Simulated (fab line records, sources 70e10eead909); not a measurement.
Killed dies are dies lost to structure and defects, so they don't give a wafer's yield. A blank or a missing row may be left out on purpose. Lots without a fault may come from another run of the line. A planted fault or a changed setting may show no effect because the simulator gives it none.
fab line records | flow nand_harc
record lots=12 wafers=36 last_day=32
route steps=1302 shown A_CHANNEL_HOLE_D1@464 A_CHANNEL_FILL_D1@498 END@1302
lots that met no fault: from a run of the same line without faults
start_h: hours from the record's first day to the start of the lot's first wafer shown | wait_h: hours since the lot's step before | " the same as in the row above | L1.1+2: a row that stands for several wafers | - no value, or no start given | * or withheld: withheld | < > ~ a bound
route shown NAME@n: a module of which the file shows steps, and the number in the route of the first | usual: mean/standard deviation of fault-free wafers | same: alike in all rows | chamber/n: place in a boat | sites: the reading at each site | _std_site: their standard deviation | _edge_site: outer sites' mean less inner sites' | radius_mm: how far each site lies from the wafer's centre | mask NAME#n: copy n | behind: the tool/chamber that last shaped the wafer | hold: why the lot was held/for how many hours/how that ended | device: the transistor (n, p or np) that didn't switch | end of line: the same wafers' tests at the end of the route | a step without rows: its recipe alone | killed: dies lost to structure and defects at the first sort, not the wafer's yield | map: a wafer's dies, x killed, . not, _ none there
set.NAME: the setting as run; set.NAME@STEP: as run at that earlier step | model.NAME: the simulator's own value behind a step, which no gauge read
steps of the route over a sample of lots; a table a step, a row a wafer
services: from which hour (start_h, from the record's first day; less than 0 if before it) a tool's chamber was out of use, for how many hours, and why
## steps
# step NHARC_A_CHANNEL_HOLE_D1_INSPECT_12
# usual raw_defect_count=5.4/2.9
# columns lot.wafer tool chamber start_h wait_h raw_defect_count
L834.2 defect_inspect-01 - 182.15 0.0 3
L834.5 " - " " 3
L834.6 " - " " 3
L836.1 defect_inspect-02 - 206.43 0.0 8
L836.2 " - " " 5
L836.6 " - " " 7
L838.2 defect_inspect-01 - 214.02 0.0 12
L838.3 " - " " 10
L838.6 " - " " 4
L844.1 defect_inspect-01 - 274.55 0.0 4
L844.2 " - " " 2
L844.6 " - " " 3
L843.1 defect_inspect-02 - 274.72 0.0 6
L843.2 " - " " 1
L843.6 " - " " 0
L846.1 defect_inspect-02 - 299.34 0.0 4
L846.3 " - " " 1
L846.5 " - " " 5
L847.1 defect_inspect-02 - 321.59 0.0 1
L847.4 " - " " 6
L847.6 " - " " 1
L849.1 defect_inspect-01 - 334.12 0.0 8
L849.4 " - " " 5
L849.5 " - " " 10
L850.1 defect_inspect-01 - 334.27 0.0 3
L850.3 " - " " 8
L850.6 " - " " 5
L852.2 defect_inspect-02 - 352.61 0.0 1
L852.3 " - " " 6
L852.4 " - " " 2
L853.3 defect_inspect-02 - 364.88 0.0 10
L853.5 " - " " 17
L853.6 " - " " 3
L856.1 defect_inspect-02 - 393.76 0.0 5
L856.3 " - " " 7
L856.5 " - " " 5
# step NHARC_A_CHANNEL_HOLE_D1_ETCH_38
# recipe target_depth_a=390 over_etch_frac=0.3 time_s=65 ion_energy_ev=80 cf4_flow_sccm=150 ar_flow_sccm=0 rf_w=300 bias_w=100 chemistry=CF4
# usual drypump_motor_current_A=5.7/0.45 oes_product_au=0.998/0.0097 rf_fwd_power_W=297.3/1.1 rf_vpp_V=151.6/1.1 showerhead_plenum_p_Torr=1.80/0.073 throttle_valve_pct=13.284/0.0087
# same over_etch_frac=0.3
# columns lot.wafer tool chamber start_h wait_h drypump_motor_current_A oes_product_au rf_fwd_power_W rf_hours_counter_h rf_vpp_V showerhead_plenum_p_Torr throttle_valve_pct
L834.2 rie_diel-05 1 182.30 0.1 5.7 1.007 298.5 9 152.1 1.86 13.287
L834.6 " 0 " " 5.2 1.006 298.0 - 150.9 1.79 13.285
L834.5 " 1 " " 5.7 1.004 297.5 - 153.1 1.86 13.291
L836.2 rie_diel-05 0 206.58 0.1 5.2 1.011 300.1 10 151.9 1.79 13.279
L836.1 " 3 " " 6.0 1.026 297.3 10 151.8 1.84 13.262
L836.6 " 0 " " 5.2 1.002 299.2 - 151.4 1.79 13.280
L838.2 rie_diel-09 0 214.18 0.1 5.9 1.001 296.6 19 152.6 1.90 13.290
L838.3 " 1 " " 6.3 0.982 297.2 16 153.0 1.89 13.285
L838.6 " 3 " " 6.3 0.994 298.2 - 152.5 1.90 13.282
L844.2 rie_diel-05 3 274.76 0.1 6.0 1.005 297.3 3 152.4 1.84 13.271
L844.1 " 0 " " 5.2 0.995 298.4 3 152.0 1.79 13.288
L844.6 " 1 " " 5.7 0.988 296.5 - 151.7 1.86 13.286
L843.2 rie_diel-05 0 275.01 0.2 5.2 1.002 297.7 4 151.3 1.79 13.280
L843.1 " 1 " " 5.7 0.982 296.7 3 152.3 1.86 13.294
L843.6 " 0 " " 5.2 0.989 297.7 - 151.8 1.79 13.280
L846.3 rie_diel-06 2 299.49 0.1 4.9 0.990 296.8 51 150.8 1.75 13.296
L846.1 " 3 " " 5.4 0.996 297.1 58 150.6 1.67 13.271
L846.5 " 3 " " 5.4 0.990 296.9 - 149.0 1.67 13.282
L847.4 rie_diel-05 3 321.74 0.1 6.0 0.996 298.6 7 151.9 1.83 13.283
L847.1 " 0 " " 5.2 0.989 298.2 8 151.1 1.79 13.299
L847.6 " 3 " " 6.0 0.994 298.2 - 151.1 1.83 13.277
L849.1 rie_diel-05 2 334.27 0.1 6.3 0.997 295.3 8 150.6 1.71 13.285
L849.4 " 3 " " 6.0 0.988 297.8 10 152.7 1.83 13.283
L849.5 " 3 " " 6.0 0.986 298.6 - 153.0 1.83 13.287
L850.3 rie_diel-06 0 334.42 0.1 5.3 0.997 298.8 8 150.2 1.69 13.276
L850.1 " 3 " " 5.4 1.003 296.9 10 149.7 1.66 13.284
L850.6 " 0 " " 5.4 1.003 298.3 - 151.2 1.69 13.284
L852.3 rie_diel-05 3 352.77 0.1 6.0 0.997 297.1 11 152.7 1.83 13.258
L852.2 " 0 " " 5.2 0.985 296.8 12 152.2 1.79 13.274
L852.4 " 2 " " 6.4 1.005 295.4 - 151.9 1.71 13.281
L853.3 rie_diel-09 3 365.02 0.1 6.2 0.999 297.8 10 153.1 1.89 13.293
L853.6 " 3 " " 6.3 1.001 297.8 - 151.9 1.89 13.284
L853.5 " 0 " " 5.9 1.007 295.7 - 152.3 1.89 13.273
L856.3 rie_diel-05 3 393.92 0.1 6.0 1.010 297.2 14 150.7 1.83 13.282
L856.1 " 1 " " 5.7 0.988 297.2 13 151.5 1.85 13.278
L856.5 " 3 " " 6.0 1.006 297.0 - 151.6 1.83 13.302
# step NHARC_A_CHANNEL_FILL_D1_CVD_18
# recipe target_thk_a=30 temp_c=550 material=poly-Si
# usual spike_tc_bottom_C=573.1/2.2 spike_tc_centre_C=550.9/1.2 zone_power_upper_pct=7.6/0.64
# columns lot.wafer tool chamber start_h wait_h spike_tc_bottom_C spike_tc_centre_C zone_power_upper_pct
L834.2 lpcvd_poly-04 0 214.14 - 575.3 552.1 7.9
L834.5 " 0 " " 573.6 552.3 7.9
L834.6 " 0 " " 572.4 553.5 8.0
L836.1 lpcvd_poly-04 0 235.57 - 573.6 550.3 8.0
L836.2 " 0 " " 572.8 551.7 7.9
L836.6 " 0 " " 573.1 553.0 8.0
L838.2 lpcvd_poly-02 0 243.20 - 570.0 552.0 6.4
L838.3 " 0 " " 570.3 550.5 6.4
L838.6 " 0 " " 568.3 551.2 6.3
L843.1 lpcvd_poly-04 - 304.07 - - - -
L843.2 " - " " - - -
L843.6 " - " " - - -
L844.1 lpcvd_poly-04 - 304.07 - - - -
L844.2 " - " " - - -
L844.6 " - " " - - -
L846.1 lpcvd_poly-04 0 333.01 - 573.6 550.6 7.9
L846.3 " 0 " " 573.5 551.3 7.8
L846.5 " 0 " " 572.1 553.5 7.9
L847.1 lpcvd_poly-02 0 353.07 - 570.4 550.6 6.4
L847.4 " 0 " " 570.9 550.4 6.3
L847.6 " 0 " " 570.3 550.7 6.3
L849.1 lpcvd_poly-03 0 366.10 - 574.3 549.3 7.8
L849.4 " 0 " " 573.5 550.8 7.7
L849.5 " 0 " " 576.2 549.0 7.8
L850.1 lpcvd_poly-03 0 366.10 - 573.9 551.1 7.8
L850.3 " 0 " " 574.5 548.9 7.7
L850.6 " 0 " " 574.3 549.4 7.8
L852.2 lpcvd_poly-04 0 383.72 - 573.3 552.9 8.0
L852.3 " 0 " " 572.2 550.5 8.0
L852.4 " 0 " " 572.2 551.4 8.1
L853.3 lpcvd_poly-04 0 397.27 - 572.4 552.2 7.9
L853.5 " 0 " " 571.7 553.4 8.0
L853.6 " 0 " " 572.6 550.8 7.9
L856.1 lpcvd_poly-02 0 426.44 - 569.5 551.4 6.4
L856.3 " 0 " " 571.9 551.3 6.4
L856.5 " 0 " " 570.0 551.3 6.4
# step NHARC_A_CHANNEL_FILL_D1_STRIP_28
# recipe time_s=20 o2_flow_sccm=500 ar_flow_sccm=0 bias_w=0 chemistry=O2
# usual drypump_motor_current_A=5.9/0.45 oes_product_au=1.001/0.0087 rf_vpp_V=57.6/0.9 showerhead_plenum_p_Torr=3.53/0.15 throttle_valve_pct=17.037/0.0093
# columns lot.wafer tool chamber start_h wait_h drypump_motor_current_A oes_product_au rf_hours_counter_h rf_vpp_V showerhead_plenum_p_Torr throttle_valve_pct
L834.2 rie_diel-01 0 216.46 0.1 5.1 1.006 0.0 57.6 3.54 17.040
L834.5 " 1 " " 5.3 1.015 - 59.3 3.78 17.033
L834.6 " 2 " " 5.6 0.994 - 59.7 3.69 17.038
L836.1 rie_diel-07 0 237.84 0.1 6.0 0.998 5.0 57.7 3.38 17.030
L836.2 " 1 " " 5.8 1.005 6.4 57.0 3.37 17.024
L836.6 " 0 " " 6.0 0.993 - 56.1 3.38 17.044
L838.2 rie_diel-07 2 245.49 0.1 6.5 1.006 5.0 57.6 3.58 17.037
L838.3 " 0 " " 6.0 0.991 5.2 58.0 3.38 17.034
L838.6 " 2 " " 6.5 0.999 - 57.4 3.58 17.029
L843.1 rie_diel-07 0 306.34 0.1 6.0 0.999 0.1 57.0 3.38 17.051
L843.2 " 1 " " 5.8 1.010 0.2 57.7 3.37 17.039
L843.6 " 2 " " 6.5 1.000 - 57.4 3.58 17.036
L844.2 rie_diel-01 0 306.35 0.1 5.1 1.005 6.2 59.0 3.54 17.023
L844.1 " 1 " " 5.3 1.018 5.6 59.0 3.78 17.042
L844.6 " 2 " " 5.6 0.988 - 58.6 3.69 17.050
L846.1 rie_diel-07 0 335.29 0.1 6.0 0.994 1.0 56.0 3.38 17.043
L846.3 " 2 " " 6.5 0.998 1.1 59.1 3.58 17.027
L846.5 " 3 " " 6.2 1.015 - 57.2 3.34 17.031
L847.1 rie_diel-01 3 355.37 0.1 6.0 0.994 6.9 57.5 3.57 17.042
L847.4 " 1 " " 5.3 1.004 9.5 56.7 3.78 17.042
L847.6 " 0 " " 5.1 1.005 - 59.1 3.53 17.032
L850.3 rie_diel-01 1 368.39 0.1 5.3 1.002 10.1 58.0 3.78 17.031
L850.1 " 3 " " 6.0 1.001 7.8 57.5 3.57 17.041
L850.6 " 2 " " 5.6 0.989 - 57.4 3.68 17.042
L849.4 rie_diel-07 3 368.40 0.1 6.3 1.005 2.5 57.3 3.34 17.032
L849.1 " 0 " " 6.0 0.998 2.2 58.0 3.38 17.030
L849.5 " 2 " " 6.5 0.993 - 56.6 3.58 17.027
L852.3 rie_diel-07 3 386.22 0.2 6.3 1.010 4.2 57.4 3.34 17.047
L852.2 " 1 " " 5.8 1.009 3.8 56.9 3.36 17.032
L852.4 " 2 " " 6.6 0.995 3.6 59.0 3.58 17.047
L853.3 rie_diel-07 2 399.55 0.1 6.5 0.997 4.1 57.0 3.58 17.042
L853.6 " 2 " " 6.5 0.988 - 56.8 3.58 17.023
L853.5 " 3 " " 6.3 1.004 - 57.3 3.34 17.041
L856.1 rie_diel-04 1 428.80 0.1 4.9 0.996 3.6 57.1 3.45 17.044
L856.3 " 2 " " 6.5 0.996 4.6 57.9 3.52 17.026
L856.5 " 3 " " 6.0 0.994 - 57.0 3.77 17.038
# step NHARC_END_SORT_01
# recipe temp_c=25
# usual killed_at_array=55/22 killed_at_other=1.1/1.4 killed_at_periphery=4/3.2 killed_dies=59/22 killed_open=3.3/1.8 killed_short=2.5/1.5
# same gross_dies=677
# columns lot.wafer tool chamber start_h wait_h killed_at_array killed_at_other killed_at_periphery killed_dies killed_open killed_short
L844.1 prober-02 0 653.07 2.5 667 0 10 677 3 2
L844.2 prober-02 0 653.87 2.8 669 0 8 677 4 6
L844.6 prober-02 0 657.05 4.0 673 0 4 677 4 1
L843.1 prober-02 0 660.87 2.5 677 0 0 677 2 3
L843.2 prober-02 0 661.68 2.8 672 0 5 677 1 0
L843.6 prober-02 0 664.92 4.1 671 1 5 677 1 4
# killed by level:class
L844.1 A_CHANNEL_FILL_D1:area_cvd=626 A_CHANNEL_HOLE_D2:chamber_film_flake=17 A_CONTACT:chamber_film_flake=10 A_CHANNEL_HOLE_D1:chamber_film_flake=6 A_STAIRCASE:chamber_film_flake=3 P_GATE:chamber_film_flake=2 P_BONDPAD:chamber_film_flake=2 A_SLIT:chamber_film_flake=2
L844.2 A_CHANNEL_FILL_D1:area_cvd=629 A_CHANNEL_HOLE_D2:chamber_film_flake=19 A_CHANNEL_HOLE_D1:chamber_film_flake=6 A_STAIRCASE:chamber_film_flake=4 P_CONTACT:geometric_particle:short=2 A_CHANNEL_FILL_D2:geometric_particle:short=2 P_STI:chamber_film_flake=2 P_GATE:chamber_film_flake=2
L844.6 A_CHANNEL_FILL_D1:area_cvd=632 A_CHANNEL_HOLE_D2:chamber_film_flake=17 A_CHANNEL_HOLE_D1:chamber_film_flake=7 A_CONTACT:chamber_film_flake=6 A_CHANNEL_FILL_D2:chamber_film_flake=3 P_BONDPAD:chamber_film_flake=2 A_SLIT:chamber_film_flake=2 P_CONTACT:geometric_particle:open=1
L843.1 A_CHANNEL_FILL_D1:area_cvd=596 A_CHANNEL_HOLE_D1:chamber_film_flake=33 A_SLIT:chamber_film_flake=24 A_CHANNEL_HOLE_D2:chamber_film_flake=10 A_STAIRCASE:chamber_film_flake=4 A_CHANNEL_FILL_D1:chamber_film_flake=3 A_DECK1_JOINT:chamber_film_flake=2 A_DECK1_JOINT:geometric_particle:short=1
L843.2 A_CHANNEL_FILL_D1:area_cvd=618 A_SLIT:chamber_film_flake=34 A_CHANNEL_HOLE_D1:chamber_film_flake=10 A_CHANNEL_HOLE_D2:chamber_film_flake=6 P_GATE:chamber_film_flake=2 A_STAIRCASE:chamber_film_flake=2 P_STI:chamber_film_flake=1 A_M0:geometric_particle:open=1
L843.6 A_CHANNEL_FILL_D1:area_cvd=604 A_SLIT:chamber_film_flake=40 A_CHANNEL_HOLE_D1:chamber_film_flake=14 A_CHANNEL_HOLE_D2:chamber_film_flake=4 P_CONTACT:chamber_film_flake=3 A_CHANNEL_FILL_D1:chamber_film_flake=3 A_ONON_D1:geometric_particle:short=1 A_ONON_D2:geometric_particle:short=1
## services
# columns tool chamber start_h hours kind
rie_diel-07 0 160.52 21.6 repair
rie_diel-01 2 160.62 5.5 repair
rie_diel-01 - 203.80 9.0 pm
lpcvd_poly-02 - 206.00 26.0 pm
lpcvd_poly-04 - 210.01 4.1 repair
rie_diel-07 2 213.50 13.3 repair
rie_diel-06 - 216.99 1.8 repair
rie_diel-05 - 229.79 9.0 pm
rie_diel-09 - 265.30 0.1 repair
rie_diel-01 1 284.49 6.3 repair
rie_diel-01 3 292.09 7.2 repair
rie_diel-07 - 294.20 9.0 pm
rie_diel-01 3 323.65 14.4 repair
rie_diel-07 - 347.35 0.7 repair
rie_diel-05 1 352.12 3.1 repair
rie_diel-07 0 371.50 4.0 repair
rie_diel-01 0 377.02 3.0 repair
rie_diel-01 - 380.80 9.0 pm
rie_diel-07 2 382.53 2.1 repair
rie_diel-05 2 387.36 3.9 repair
rie_diel-05 0 399.93 8.0 repair
rie_diel-01 0 400.80 7.4 repair
rie_diel-07 0 405.78 6.0 repair
rie_diel-05 - 406.79 9.0 pm
## key
first_sign step=NHARC_A_CHANNEL_FILL_D1_CVD_18 reading=tool_record direction=missing
effect step=NHARC_END_SORT_01 reading=killed_dies direction=up sigmas=28 usual=59 struck=677
more_kills_born_at NHARC_A_CHANNEL_FILL_D1_CVD_18@lpcvd_poly-04=3705
met_at NHARC_A_CHANNEL_FILL_D1_CVD_18
struck_lots L843,L844
later_rows_left_out L843.1,L843.2,L843.6,L844.1,L844.2,L844.6
tester_left_out L843,L844
not_acting_at NHARC_A_CHANNEL_HOLE_D1_INSPECT_12,NHARC_A_CHANNEL_HOLE_D1_ETCH_38,NHARC_A_CHANNEL_FILL_D1_STRIP_28
onset_between 235.57 304.07
fault kind=skipped_step_whole tool=lpcvd_poly-03,lpcvd_poly-04 chamber=- onset_h=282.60 steps=NHARC_A_CHANNEL_FILL_D1_CVD_18 scope=struck_lots_only
# tester_left_out: of these lots the tester's yield and bins aren't shown, on N5 and GAA mostly nor the transistor test; their killed dies are dies lost to structure and defects alone, not to doping, threshold or leakage, so they don't give the yield
# later_rows_left_out: the simulator's readings of these wafers behind a module that went badly wrong aren't trusted and aren't shown, but for the sort
